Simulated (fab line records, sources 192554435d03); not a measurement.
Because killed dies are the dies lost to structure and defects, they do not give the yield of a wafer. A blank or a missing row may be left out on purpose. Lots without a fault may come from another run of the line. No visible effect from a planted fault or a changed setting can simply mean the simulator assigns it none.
Chamber matching ; flow n5-finfet ; 4 sister chambers for N5_BEOL_M4_CMP_52 on cmp-04
The step polishes, stops on SiOC, t overpolish 6.8 s, target thk 40 nm. 8 wafers are shown with their chamber, then 11 later ones without.

WAFERS WITH THEIR CHAMBER
wafer;chamber;motor-current-A (A);time-to-endpoint-s (s)
L080.1;2;5.5;62
L082.1;3;6.6;59
L082.2;0;5.9;59
L082.4;1;6.6;62
L091.1;0;6.0;62
L091.3;2;5.6;63
L091.4;3;7.2;58
L089.1;1;6.3;59

WAFERS WITH NO CHAMBER GIVEN
wafer;motor-current-A (A);time-to-endpoint-s (s)
L089.4;5.8;58
L089.6;6.1;57
L094.2;6.8;60
L094.3;5.6;63
L094.5;5.7;61
L095.1;6.1;58
L095.2;5.7;61
L095.4;6.4;58
L096.2;5.8;60
L096.3;7.0;61
L096.4;5.6;64

WHICH CHAMBER EACH WENT THROUGH
wafer;from the rows above;in truth
L089.4;can't be placed: 0 or 2 or 1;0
L089.6;can't be placed: 0 or 1 or 3 or 2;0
L094.2;can't be placed: 3 or 1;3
L094.3;can't be placed: 2 or 0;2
L094.5;can't be placed: 0 or 2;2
L095.1;can't be placed: 0 or 1 or 3 or 2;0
L095.2;can't be placed: 0 or 2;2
L095.4;can't be placed: 1 or 3 or 0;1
L096.2;can't be placed: 0 or 2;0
L096.3;can't be placed: 3 or 1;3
L096.4;can't be placed: 2 or 0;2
0 of 11 placed correctly. Not placeable from these rows: 11 (in 11, the candidates include the true chamber). Placed wrongly: 0.
How it was worked out, from the rows above alone: a wafer's distance from a chamber is the root of the sum, over the readings, of the square of ((its reading less the chamber's mean) divided by the reading's scatter). The wafer belongs to the nearest chamber; if the next one is less than 2 further off, it can't be placed. The mean given for a chamber averages the wafers shown for that chamber. The scatter is the square root of a quotient: the sum, over the shown wafers, of each reading's squared deviation from its chamber's mean, divided by wafers minus chambers.
